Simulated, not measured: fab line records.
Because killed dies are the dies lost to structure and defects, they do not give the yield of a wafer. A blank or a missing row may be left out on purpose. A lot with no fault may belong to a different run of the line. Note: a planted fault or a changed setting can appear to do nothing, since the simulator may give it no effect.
fab line records -- flow n5-finfet
[record] lots = 7, wafers = 39
route steps=1938 shown MOL_CONTACT_COAG@523
start-h: the number of hours between the record's first day and the start of the first shown wafer of the lot -- wait-h: hours from the lot's prior step to this one -- " unchanged from the row above -- L1.1+2: a row that stands for several wafers -- - either no value or no given start -- * or withheld: withheld -- < > ~ a bound
route shown NAME@n: a module of which the file shows steps, and the number in the route of the first -- usual: mean/standard deviation taken from wafers without a fault -- same: alike in all rows -- chamber/n: place in a boat -- sites: the reading at each site -- _std_site: how widely they spread, as a standard deviation -- _edge_site: the outer-site mean with the inner-site mean subtracted -- radius-mm: for every site, how far away it sits from the centre of the wafer -- mask NAME#n: copy n -- behind: the last tool/chamber to shape the wafer -- hold: the reason the lot was held/the length of the hold in hours/how it ended -- device: the n, p or np transistor that did not switch -- end of line: the same wafers' tests at the end of the route -- a step without rows: its recipe alone -- killed: dies lost to structure and defects at the first sort, not the wafer's yield -- map: the dies of a wafer, with x for killed, . for not killed, _ for no die there
set.NAME: the run value of the setting; set.NAME@STEP: its run value at that earlier step -- model.NAME: the simulator's own value behind a step, which no gauge read
lots run with intentionally changed settings; tables by step, rows by wafer
[[steps]]
[step N5_MOL_CONTACT_COAG_EXPOSE_05]
[recipe] mask-id = CA, na = 0.33, source-shape = annular, sigma-inner = 0.4, sigma-outer = 0.8, polarization = unpolarized, defocus-nm = 0, dose-mj = 38.25
lot.wafer,tool,chamber,start-h,wait-h,mask,set.dose-mj
L076.1+4+6,euv-scanner-01,0,98.82,-,CA#0,37.26
L076.2+3+5,euv-scanner-01,0,98.82,-,CA#0,38.25
L077.1+3+6,euv-scanner-02,0,107.44,-,CA#0,40.39
L077.2+4+5,euv-scanner-02,0,107.44,-,CA#0,38.25
L081.3+5+6,euv-scanner-02,0,131.63,-,CA#0,38.25
L082.1+2+3+4+5+6,euv-scanner-02,0,143.68,-,CA#0,38.25
L087.1+2+3,euv-scanner-02,0,173.23,-,CA#0,38.25
L087.4+5+6,euv-scanner-02,0,173.23,-,CA#0,35.57
L094.1+2+6,euv-scanner-02,0,216.79,-,CA#0,38.25
L094.3+4+5,euv-scanner-02,0,216.79,-,CA#0,39.69
L096.1+2+4,euv-scanner-01,0,221.32,-,CA#0,38.25
L096.3+5+6,euv-scanner-01,0,221.32,-,CA#0,39.24
[step N5_MOL_CONTACT_COAG_PEB_06]
[recipe] peb-temp-c = 100, peb-time-s = 60, resist = CAR-EUV
[step N5_MOL_CONTACT_COAG_DEVELOP_07]
[recipe] develop-time-s = 30, developer = TMAH, resist = CAR-EUV, rinse-liquid = surfactant-rinse, dry = air-spin, dev-temp-c = 23
[step N5_MOL_CONTACT_COAG_CD_MEAS_08]
[recipe] target-cd-nm = 28, landing-energy-ev = 500, detector = se-inlens, polarity = opening
[usual] cd-nm = 28.00/0.23
lot.wafer,tool,chamber,start-h,wait-h,set.dose-mj@MOL_CONTACT_COAG_EXPOSE_05,cd-nm
L076.1,cd-sem-01,0,98.95,-,37.26,27.55
L076.2,cd-sem-01,0,98.95,-,38.25,28.27
L076.3,cd-sem-01,0,98.95,-,38.25,27.55
L076.4,cd-sem-01,0,98.95,-,37.26,27.38
L076.5,cd-sem-01,0,98.95,-,38.25,28.37
L076.6,cd-sem-01,0,98.95,-,37.26,27.51
L077.1,cd-sem-02,0,107.57,-,40.39,28.97
L077.2,cd-sem-02,0,107.57,-,38.25,27.90
L077.3,cd-sem-02,0,107.57,-,40.39,29.13
L077.4,cd-sem-02,0,107.57,-,38.25,28.15
L077.5,cd-sem-02,0,107.57,-,38.25,28.04
L077.6,cd-sem-02,0,107.57,-,40.39,29.37
L081.3,cd-sem-01,0,131.75,-,38.25,28.09
L081.5,cd-sem-01,0,131.75,-,38.25,27.96
L081.6,cd-sem-01,0,131.75,-,38.25,27.85
L082.1,cd-sem-03,0,143.81,-,38.25,28.32
L082.2,cd-sem-03,0,143.81,-,38.25,28.14
L082.3,cd-sem-03,0,143.81,-,38.25,27.80
L082.4,cd-sem-03,0,143.81,-,38.25,27.77
L082.5,cd-sem-03,0,143.81,-,38.25,27.34
L082.6,cd-sem-03,0,143.81,-,38.25,27.74
L087.1,cd-sem-01,0,173.36,-,38.25,27.89
L087.2,cd-sem-01,0,173.36,-,38.25,27.70
L087.3,cd-sem-01,0,173.36,-,38.25,27.96
L087.4,cd-sem-01,0,173.36,-,35.57,26.23
L087.5,cd-sem-01,0,173.36,-,35.57,26.16
L087.6,cd-sem-01,0,173.36,-,35.57,26.08
L094.1,cd-sem-01,0,216.93,-,38.25,28.14
L094.2,cd-sem-01,0,216.93,-,38.25,27.94
L094.3,cd-sem-01,0,216.93,-,39.69,28.60
L094.4,cd-sem-01,0,216.93,-,39.69,29.05
L094.5,cd-sem-01,0,216.93,-,39.69,28.83
L094.6,cd-sem-01,0,216.93,-,38.25,28.00
L096.1,cd-sem-01,0,221.45,-,38.25,28.06
L096.2,cd-sem-01,0,221.45,-,38.25,27.71
L096.3,cd-sem-01,0,221.45,-,39.24,28.28
L096.4,cd-sem-01,0,221.45,-,38.25,27.56
L096.5,cd-sem-01,0,221.45,-,39.24,28.74
L096.6,cd-sem-01,0,221.45,-,39.24,28.62
[step N5_MOL_CONTACT_COAG_DESCUM_13]
[recipe] chemistry = O2, time-s = 7, source-power-w = 50, bias-power-w = 20, pressure-mtorr = 20, rf-frequency-hz = 2.712e+07, temp-c = 40, resist = CAR-EUV, o2-flow-sccm = 225
[step N5_MOL_CONTACT_COAG_ETCH_59]
[recipe] chemistry = N2/H2, target = underlayer, target-depth-a = 130, mask-material = CAR-EUV, time-s = 10.4, ion-energy-ev = 200, pressure-mtorr = 30, source-w = 840, bias-w = 150, n2-flow-sccm = 200, h2-flow-sccm = 200, ends = cleared
lot.wafer,tool,chamber,start-h,wait-h,set.dose-mj@MOL_CONTACT_COAG_EXPOSE_05,model.MOL_CONTACT_COAG.cd-offset-nm
L076.1+6,rie-diel-05,"2,3",99.11,0.0,37.26,-0.6
L076.2+3+5,rie-diel-05,"0,3,2",99.11,0.0,38.25,0
L076.4,rie-diel-05,0,99.11,0.0,37.26,-0.8
L077.1,rie-diel-05,1,107.75,0.0,40.39,1.2
L077.2+4,rie-diel-05,"3,0",107.75,0.0,38.25,0
L077.3,rie-diel-05,2,107.75,0.0,40.39,1
L077.5,rie-diel-05,2,107.75,0.0,38.25,-0.2
L077.6,rie-diel-05,1,107.75,0.0,40.39,1.4
L081.3,rie-diel-04,2,134.96,0.0,38.25,-0.2
L081.5+6,rie-diel-04,"3,0",134.96,0.0,38.25,0
L082.1+4,rie-diel-05,"0,1",144.07,0.0,38.25,0
L082.2+3,rie-diel-05,"2,1",144.07,0.0,38.25,-0.2
L082.5+6,rie-diel-05,"2,0",144.07,0.0,38.25,-0.4
L087.1,rie-diel-04,0,173.52,0.0,38.25,0.2
L087.2,rie-diel-04,2,173.52,0.0,38.25,-0.4
L087.3,rie-diel-04,3,173.52,0.0,38.25,0
L087.4,rie-diel-04,1,173.52,0.0,35.57,-2
L087.5,rie-diel-04,0,173.52,0.0,35.57,-1.6
L087.6,rie-diel-04,3,173.52,0.0,35.57,-1.8
L094.1+2,rie-diel-04,"3,0",217.09,0.0,38.25,0.2
L094.3,rie-diel-04,1,217.09,0.0,39.69,0.6
L094.4+5,rie-diel-04,"2,0",217.09,0.0,39.69,0.8
L094.6,rie-diel-04,1,217.09,0.0,38.25,0
L096.1+4,rie-diel-05,"3,0",221.60,0.0,38.25,-0.2
L096.2,rie-diel-05,1,221.60,0.0,38.25,0
L096.3,rie-diel-05,2,221.60,0.0,39.24,0.4
L096.5,rie-diel-05,3,221.60,0.0,39.24,0.6
L096.6,rie-diel-05,2,221.60,0.0,39.24,0.2
[step N5_MOL_CONTACT_COAG_ETCH_105]
[recipe] chemistry = CF4, target = SiARC, target-depth-a = 156, mask-material = CAR-EUV, time-s = 26, ion-energy-ev = 80, pressure-mtorr = 40, source-w = 545, bias-w = 36, Ar_flow_sccm = 100, cf4-flow-sccm = 100, ends = cleared
[step N5_MOL_CONTACT_COAG_ETCH_106]
[recipe] chemistry = N2/H2, target = SOC, target-depth-a = 800, overetch-a = 160, mask-material = SiARC, temp-c = 40, time-s = 120, ion-energy-ev = 200, pressure-mtorr = 30, source-w = 840, bias-w = 150, n2-flow-sccm = 200, h2-flow-sccm = 200
lot.wafer,tool,chamber,start-h,wait-h,set.dose-mj@MOL_CONTACT_COAG_EXPOSE_05,model.MOL_CONTACT_COAG.cd-offset-nm
L076.1+4+6,rie-diel-05,"2,0,3",99.16,0.0,37.26,-0.6
L076.2+5,rie-diel-05,"0,2",99.16,0.0,38.25,0
L076.3,rie-diel-05,3,99.16,0.0,38.25,0.2
L077.1+3,rie-diel-05,"1,2",107.80,0.0,40.39,1.2
L077.2+5,rie-diel-05,"3,2",107.80,0.0,38.25,0
L077.4,rie-diel-05,0,107.80,0.0,38.25,0.2
L077.6,rie-diel-05,1,107.80,0.0,40.39,1.6
L081.3+5,rie-diel-04,"2,3",135.00,0.0,38.25,-0.2
L081.6,rie-diel-04,0,135.00,0.0,38.25,0
L082.1+3+4,rie-diel-05,"0,1,1",144.12,0.0,38.25,-0.2
L082.2,rie-diel-05,2,144.12,0.0,38.25,-0.4
L082.5+6,rie-diel-05,"2,0",144.12,0.0,38.25,-0.6
L087.1,rie-diel-04,0,173.57,0.0,38.25,0.2
L087.2,rie-diel-04,2,173.57,0.0,38.25,-0.2
L087.3,rie-diel-04,3,173.57,0.0,38.25,0
L087.4,rie-diel-04,1,173.57,0.0,35.57,-2.2
L087.5,rie-diel-04,0,173.57,0.0,35.57,-1.6
L087.6,rie-diel-04,3,173.57,0.0,35.57,-1.8
L094.1+2,rie-diel-04,"3,0",217.13,0.0,38.25,0
L094.3,rie-diel-04,1,217.13,0.0,39.69,0.6
L094.4+5,rie-diel-04,"2,0",217.13,0.0,39.69,0.8
L094.6,rie-diel-04,1,217.13,0.0,38.25,-0.2
L096.1+2+4,rie-diel-05,"3,1,0",221.65,0.0,38.25,-0.2
L096.3,rie-diel-05,2,221.65,0.0,39.24,0.4
L096.5,rie-diel-05,3,221.65,0.0,39.24,0.6
L096.6,rie-diel-05,2,221.65,0.0,39.24,0.2
[step N5_MOL_CONTACT_COAG_STRIP_107]
[recipe] chemistry = N2/H2, temp-c = 40, n2-flow-sccm = 200, h2-flow-sccm = 200, rf-frequency-hz = 6e+07
[step N5_MOL_CONTACT_COAG_STRIP_108]
[recipe] chemistry = N2/H2, temp-c = 40, n2-flow-sccm = 200, h2-flow-sccm = 200, rf-frequency-hz = 6e+07
[step N5_MOL_CONTACT_COAG_ETCH_110]
[recipe] chemistry = CF4/O2, target = Si, target-depth-a = 25, time-s = 8, pressure-mtorr = 100, source-w = 200, bias-w = 12, ion-energy-ev = 60, Ar_flow_sccm = 100, cf4-flow-sccm = 100, O2_flow_sccm = 10
[step N5_MOL_CONTACT_COAG_STRIP_98]
[recipe] chemistry = N2/H2, power-w = 500, temp-c = 40, pressure-mtorr = 50, rf-frequency-hz = 6e+07, overash-fraction = 0.3, bias-power-w = 8, h2-frac = 0.5, n2-flow-sccm = 300, h2-flow-sccm = 300
[step N5_MOL_CONTACT_COAG_CD_MEAS_99]
[recipe] target-cd-nm = 17.2, polarity = opening
[usual] cd-nm = 17.1/0.34
lot.wafer,tool,chamber,start-h,wait-h,set.dose-mj@MOL_CONTACT_COAG_EXPOSE_05,cd-nm
L076.1,cd-sem-03,-,99.47,-,37.26,16.3
L076.2,cd-sem-03,-,99.47,-,38.25,17.1
L076.3,cd-sem-03,-,99.47,-,38.25,17.2
L076.4,cd-sem-03,-,99.47,-,37.26,16.4
L076.5,cd-sem-03,-,99.47,-,38.25,16.7
L076.6,cd-sem-03,-,99.47,-,37.26,16.3
L077.1,cd-sem-02,-,108.11,-,40.39,18.5
L077.2,cd-sem-02,-,108.11,-,38.25,17.2
L077.3,cd-sem-02,-,108.11,-,40.39,18.1
L077.4,cd-sem-02,-,108.11,-,38.25,17.3
L077.5,cd-sem-02,-,108.11,-,38.25,16.7
L077.6,cd-sem-02,-,108.11,-,40.39,18.5
L081.3,cd-sem-03,-,135.32,-,38.25,16.7
L081.5,cd-sem-03,-,135.32,-,38.25,16.8
L081.6,cd-sem-03,-,135.32,-,38.25,17.0
L082.1,cd-sem-03,-,144.44,-,38.25,17.2
L082.2,cd-sem-03,-,144.44,-,38.25,16.6
L082.3,cd-sem-03,-,144.44,-,38.25,17.6
L082.4,cd-sem-03,-,144.44,-,38.25,17.0
L082.5,cd-sem-03,-,144.44,-,38.25,16.4
L082.6,cd-sem-03,-,144.44,-,38.25,17.0
L087.1,cd-sem-03,-,173.88,-,38.25,17.4
L087.2,cd-sem-03,-,173.88,-,38.25,17.0
L087.3,cd-sem-03,-,173.88,-,38.25,17.1
L087.4,cd-sem-03,-,173.88,-,35.57,14.6
L087.5,cd-sem-03,-,173.88,-,35.57,15.8
L087.6,cd-sem-03,-,173.88,-,35.57,15.5
L094.1,cd-sem-02,-,217.45,-,38.25,17.0
L094.2,cd-sem-02,-,217.45,-,38.25,17.4
L094.3,cd-sem-02,-,217.45,-,39.69,17.6
L094.4,cd-sem-02,-,217.45,-,39.69,18.1
L094.5,cd-sem-02,-,217.45,-,39.69,18.1
L094.6,cd-sem-02,-,217.45,-,38.25,16.9
L096.1,cd-sem-02,-,221.97,-,38.25,17.1
L096.2,cd-sem-02,-,221.97,-,38.25,17.4
L096.3,cd-sem-02,-,221.97,-,39.24,17.8
L096.4,cd-sem-02,-,221.97,-,38.25,17.0
L096.5,cd-sem-02,-,221.97,-,39.24,17.5
L096.6,cd-sem-02,-,221.97,-,39.24,17.2
[step N5_MOL_CONTACT_COAG_SPUTTER_130]
[recipe] material = Co, target-thk-a = 475, temp-c = 25, chamber-pressure-pa = 0.5, power-w = 3000
lot.wafer,tool,chamber,start-h,wait-h,set.target-thk-a,model.Co_of_MOL_CONTACT_COAG_SPUTTER_130.thk-nm
L076.1,pvd-sputter-03,-,104.64,0.0,475,47.6
L076.2,pvd-sputter-03,-,104.64,0.0,475,48.4
L076.3,pvd-sputter-03,-,104.64,0.0,475,47.4
L076.4+5,pvd-sputter-03,-,104.64,0.0,475,47.8
L076.6,pvd-sputter-03,-,104.64,0.0,475,48.6
L077.1,pvd-sputter-01,-,114.55,0.0,475,46.6
L077.2,pvd-sputter-01,-,114.55,0.0,526,52.2
L077.3,pvd-sputter-01,-,114.55,0.0,475,47.6
L077.4,pvd-sputter-01,-,114.55,0.0,475,47.2
L077.5,pvd-sputter-01,-,114.55,0.0,526,52.8
L077.6,pvd-sputter-01,-,114.55,0.0,526,52.4
L081.3,pvd-sputter-01,-,138.44,0.0,475,47.4
L081.5,pvd-sputter-01,-,138.44,0.0,475,47
L081.6,pvd-sputter-01,-,138.44,0.0,475,46.6
L082.1,pvd-sputter-03,-,148.88,0.0,475,47.4
L082.2+6,pvd-sputter-03,-,148.88,0.0,475,48.2
L082.3,pvd-sputter-03,-,148.88,0.0,475,47.2
L082.4+5,pvd-sputter-03,-,148.88,0.0,475,48
L087.1,pvd-sputter-03,-,187.05,0.0,475,47.8
L087.2,pvd-sputter-03,-,187.05,0.0,475,47.6
L087.3,pvd-sputter-03,-,187.05,0.0,454.9,45
L087.4,pvd-sputter-03,-,187.05,0.0,475,47.4
L087.5,pvd-sputter-03,-,187.05,0.0,454.9,45.4
L087.6,pvd-sputter-03,-,187.05,0.0,454.9,46
L094.1,pvd-sputter-03,-,221.31,0.0,475,48.4
L094.2,pvd-sputter-03,-,221.31,0.0,455.4,45.8
L094.3,pvd-sputter-03,-,221.31,0.0,475,47.8
L094.4,pvd-sputter-03,-,221.31,0.0,475,48
L094.5,pvd-sputter-03,-,221.31,0.0,455.4,46
L094.6,pvd-sputter-03,-,221.31,0.0,455.4,46.8
L096.1+2+3,pvd-sputter-03,-,227.12,0.0,475,48.2
L096.4,pvd-sputter-03,-,227.12,0.0,475,47.8
L096.5+6,pvd-sputter-03,-,227.12,0.0,475,48.6
[[key]]
[split] step = N5_MOL_CONTACT_COAG_EXPOSE_05, setting = dose-mj, stated = 38.25, by = wafer
[response] step = N5_MOL_CONTACT_COAG_CD_MEAS_08, reading = cd-nm, change = +0.228, per = 1%, r = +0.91
[response] step = N5_MOL_CONTACT_COAG_ETCH_59, reading = model.MOL_CONTACT_COAG.cd-offset-nm, change = +0.228, per = 1%, r = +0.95
[response] step = N5_MOL_CONTACT_COAG_ETCH_106, reading = model.MOL_CONTACT_COAG.cd-offset-nm, change = +0.245, per = 1%, r = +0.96
[response] step = N5_MOL_CONTACT_COAG_CD_MEAS_99, reading = cd-nm, change = +0.241, per = 1%, r = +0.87
[split] step = N5_MOL_CONTACT_COAG_SPUTTER_130, setting = target-thk-a, stated = 475, by = wafer
[response] step = N5_MOL_CONTACT_COAG_SPUTTER_130, reading = model.Co_of_MOL_CONTACT_COAG_SPUTTER_130.thk-nm, change = +0.493, per = 1%, r = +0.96
